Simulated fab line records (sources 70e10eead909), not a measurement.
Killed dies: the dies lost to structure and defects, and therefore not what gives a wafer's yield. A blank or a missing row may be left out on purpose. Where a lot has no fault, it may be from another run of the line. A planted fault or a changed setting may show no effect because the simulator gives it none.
Matching of chambers ; flow nand-harc ; 4 sister chambers for NHARC_A_WL_FILL_ALD_02 on ald-metal-02
The step deposits TiN, target thk 2 nm, pulse time 3 s, ald cycles 100. 8 wafers are shown with their chamber, then 12 later ones without.

WAFERS, EACH WITH ITS CHAMBER
wafer;chamber;heater-power-w (W);precursor-pulse-height-rel
L078.4;2;1165;0.989
L085.6;0;1124;1.019
L086.2;1;1224;1.023
L086.3;3;911;1.029
L086.6;3;908;1.004
L090.2;0;1106;0.950
L090.5;1;1232;1.003
L090.6;2;1141;0.973

WAFERS WITH NO CHAMBER GIVEN
wafer;heater-power-w (W);precursor-pulse-height-rel
L092.1;904;0.990
L092.3;1161;1.006
L092.4;1088;1.000
L094.1;1150;1.018
L094.2;1255;0.980
L094.3;1171;1.021
L095.2;889;0.987
L095.3;1215;1.004
L095.6;1219;1.031
L096.2;1124;0.974
L096.3;1167;0.976
L096.6;1149;1.004

CHAMBER TAKEN BY EACH
wafer;from the rows above;in truth
L092.1;3;3
L092.3;2;2
L092.4;0;0
L094.1;2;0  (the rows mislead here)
L094.2;1;1
L094.3;2;2
L095.2;3;3
L095.3;1;1
L095.6;1;1
L096.2;can't be placed: 0 or 2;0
L096.3;2;2
L096.6;2;2
Placed correctly: 10 of 12. Can't be placed from these rows: 1 (the true chamber is among the candidates in 1). Number placed wrongly: 1.
How it was worked out, from the rows above alone: a wafer's distance from a chamber is the root of the sum, over the readings, of the square of ((its reading less the chamber's mean) divided by the reading's scatter). If the next closest chamber is less than 2 further off than the closest, the wafer can't be placed; otherwise it belongs to the closest. A chamber's mean is the mean of its shown wafers. How the scatter is found: for the shown wafers, subtract from each reading the mean of its chamber, square and add these, divide the total by (wafers less chambers), then take the root.
